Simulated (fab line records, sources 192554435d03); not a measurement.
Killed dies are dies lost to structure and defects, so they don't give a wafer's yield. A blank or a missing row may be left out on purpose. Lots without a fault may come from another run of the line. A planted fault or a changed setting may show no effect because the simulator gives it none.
One fault seen from 2 desks | flow n5_finfet | each desk has only its own numbers; what lay behind them comes last

THE TOOL OWNER'S DESK: pecvd-02
The tool's own readings at N5_BEOL_M8_PECVD_70 (deposits SiO2 from TEOS/O2, target thk 20 nm, time 22.7 s): means of the sampled wafers that have a number, for each lot that ran on this tool. A lot is out of limits, marked OUT, if its mean lies more than 4 standard deviations from the usual mean; the brackets give that distance.
Columns: A = heater_power_outer_w at N5_BEOL_M8_PECVD_70, usual 441 W; B = heater_power_w at N5_BEOL_M8_PECVD_70, usual 728 W; C = rf_fwd_power_W at N5_BEOL_M8_PECVD_70, usual 445.0 W; D = showerhead_plenum_p_Torr at N5_BEOL_M8_PECVD_70, usual 8.76 Torr; E = throttle_valve_pct at N5_BEOL_M8_PECVD_70, usual 21.6 %
lot  | first seen here | A   | B   | C     | D    | E
L648 | day 10 00:05    | 385 | 639 | 444.6 | 8.71 | 20.9
L652 | day 10 20:42    | 481 | 792 | 448.1 | 8.78 | 20.6
L654 | day 11 04:44    | 462 | 767 | 446.5 | 8.74 | 20.7
L664 | day 13 23:29    | 410 | 720 | 447.0 | 8.72 | 20.5
L666 | day 14 00:47    | 473 | 761 | 446.3 | 8.78 | 20.7
L668 | day 15 03:28    | 421 | 705 | 448.8 | 8.78 | 20.7
This desk's finding: nothing out of limits on any of the 6 lots.

THE METROLOGY DESK
What the gauges read, lot by lot, whatever tool the lot ran on: means of the sampled wafers that have a number. A lot is out of limits, marked OUT, if its mean lies more than 4 standard deviations from the usual mean; the brackets give that distance.
Columns: A = M8_THK at N5_BEOL_M8_THK_MEAS_53, usual 79.4 nm; B = M8_RS at N5_BEOL_M8_RS_MEAS_57, usual 0.286 ohm/sq
lot  | first seen here | A    | B
L646 | day 9 13:27     | 77.8 | 0.288
L647 | day 9 22:05     | 81.0 | 0.280
L648 | day 10 08:20    | 82.6 | 0.272
L652 | day 11 02:01    | 78.5 | 0.289
L654 | day 11 12:41    | 79.1 | 0.288
L662 | day 13 13:16    | 79.1 | 0.287
L663 | day 14 04:26    | 77.4 | 0.294
L664 | day 14 05:53    | 78.3 | 0.287
L666 | day 14 10:39    | 79.0 | 0.286
L667 | day 14 15:57    | 81.0 | 0.280
L668 | day 15 11:37    | 78.7 | 0.288
This desk's finding: nothing out of limits on any of the 11 lots.

PUT TOGETHER
The tool owner's desk saw nothing out of limits.
The metrology desk saw nothing out of limits.

WHAT THE SIMULATOR HAD PUT IN
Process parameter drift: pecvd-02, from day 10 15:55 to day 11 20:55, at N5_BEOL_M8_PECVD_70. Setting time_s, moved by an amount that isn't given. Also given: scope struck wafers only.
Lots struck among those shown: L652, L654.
